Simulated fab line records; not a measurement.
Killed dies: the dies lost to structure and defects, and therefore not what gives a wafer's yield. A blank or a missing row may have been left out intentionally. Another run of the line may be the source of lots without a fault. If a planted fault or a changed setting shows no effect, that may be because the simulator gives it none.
Split-lot study -- flow n5_finfet -- 21 wafers read across 7 lots, on a route 1938 steps long

THE SPLIT
At N5_MOL_CONTACT_COAG_COAT_76 (time 60 s, resist thk 10 nm), the setting spin_rpm was moved away from the recipe's 1500 rpm on 8 of the 21 wafers read, by -9.9% to +8.1%. The other wafers ran this setting at the recipe's value.

FROM THE SPLIT TO THE READING: what the file shows between them, 4 steps
- N5_MOL_CONTACT_COAG_COAT_77: time 60 s, resist thk 10 nm
- N5_MOL_CONTACT_COAG_COAT_78: resist thk 40 nm
- N5_MOL_CONTACT_COAG_DESCUM_88: chemistry O2, time 7 s
- N5_MOL_CONTACT_COAG_ETCH_89: etches underlayer in N2/H2, target depth 13 nm, time 10.4 s

THE READING
etch.depth_nm (the simulator's own value, which no gauge read), in nm, at N5_MOL_CONTACT_COAG_ETCH_90 (etches SiARC in CF4, target depth 13 nm, time 21.7 s). No usual value for it is given in the file. Average 9.990 nm, standard deviation 0.021 nm, over the 13 wafers here run with the recipe.

wafer,"tool, chamber at the split","spin_rpm as run, rpm",against the recipe,"etch.depth_nm, nm",against lot-mates on the recipe
L083.3,"litho_track-01, 0",1500,recipe,10.02,-
L083.4,"litho_track-01, 0",1385,-7.7%,10.4,+0.380
L083.6,"litho_track-01, 0",1385,-7.7%,10.43,+0.410
L090.1,"litho_track-01, 0",1500,recipe,9.989,-
L090.2,"litho_track-01, 0",1500,recipe,9.973,-
L090.6,"litho_track-01, 0",1500,recipe,9.987,-
L089.2,"litho_track-01, 0",1500,recipe,9.974,-
L089.5,"litho_track-01, 0",1621,+8.1%,9.636,-0.330
L089.6,"litho_track-01, 0",1500,recipe,9.957,-
L091.2,"litho_track-01, 0",1424,-5.1%,10.27,+0.282
L091.4,"litho_track-01, 0",1500,recipe,9.988,-
L091.5,"litho_track-01, 0",1424,-5.1%,10.25,+0.262
L092.1,"litho_track-01, 0",1431,-4.6%,10.28,+0.260
L092.3,"litho_track-01, 0",1431,-4.6%,10.25,+0.230
L092.5,"litho_track-01, 0",1500,recipe,10.02,-
L094.2,"litho_track-01, 0",1351,-9.9%,10.57,+0.556
L094.4,"litho_track-01, 0",1500,recipe,9.998,-
L094.6,"litho_track-01, 0",1500,recipe,10.03,-
L097.1,"litho_track-02, 0",1500,recipe,9.971,-
L097.2,"litho_track-02, 0",1500,recipe,9.971,-
L097.4,"litho_track-02, 0",1500,recipe,9.991,-

FIT RESULTS
A straight line over all 21 wafers: etch.depth_nm changes by -0.0534 nm for each +1% of spin_rpm; r = -0.99; the points scatter about the line by 0.028 nm.
The same after taking each lot's own level away (the mean of its wafers on the recipe; 21 wafers): -0.0504 nm for each +1%; r = -0.99; scatter 0.023 nm.
According to that fit, moving spin_rpm by its largest amount changes the reading by 0.5 nm.
From 9.9655 to 10.0200 nm: that is the span of the lots' own levels, equal to 2.6 times the standard deviation above.
The two slopes are in agreement: the lot-to-lot level therefore moves the slope only a little.
Check: with one of the wafers moved furthest among these (-9.9%) left out of the fit, the line predicts +0.494 nm for it against its lot-mates. It came out at +0.556 nm against them.

THE WHOLE CHAIN: every reading that the file lists as answering this split, in the file's order
step,what it does,reading,change (the file's fit),r (the file's)
N5_MOL_CONTACT_COAG_COAT_76,"time 60 s, resist thk 10 nm","SiARC_of_MOL_CONTACT_COAG_COAT_76.thk_nm (the simulator's own value, which no gauge read)",-0.0527 nm for each +1% of the setting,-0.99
N5_MOL_CONTACT_COAG_ETCH_90,"etches SiARC in CF4, target depth 13 nm, time 21.7 s","etch.depth_nm (the simulator's own value, which no gauge read)",-0.0509 nm for each +1% of the setting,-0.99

THE FILE'S OWN FIT
etch.depth_nm changes by -0.0509 nm for each +1% of spin_rpm, r = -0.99.
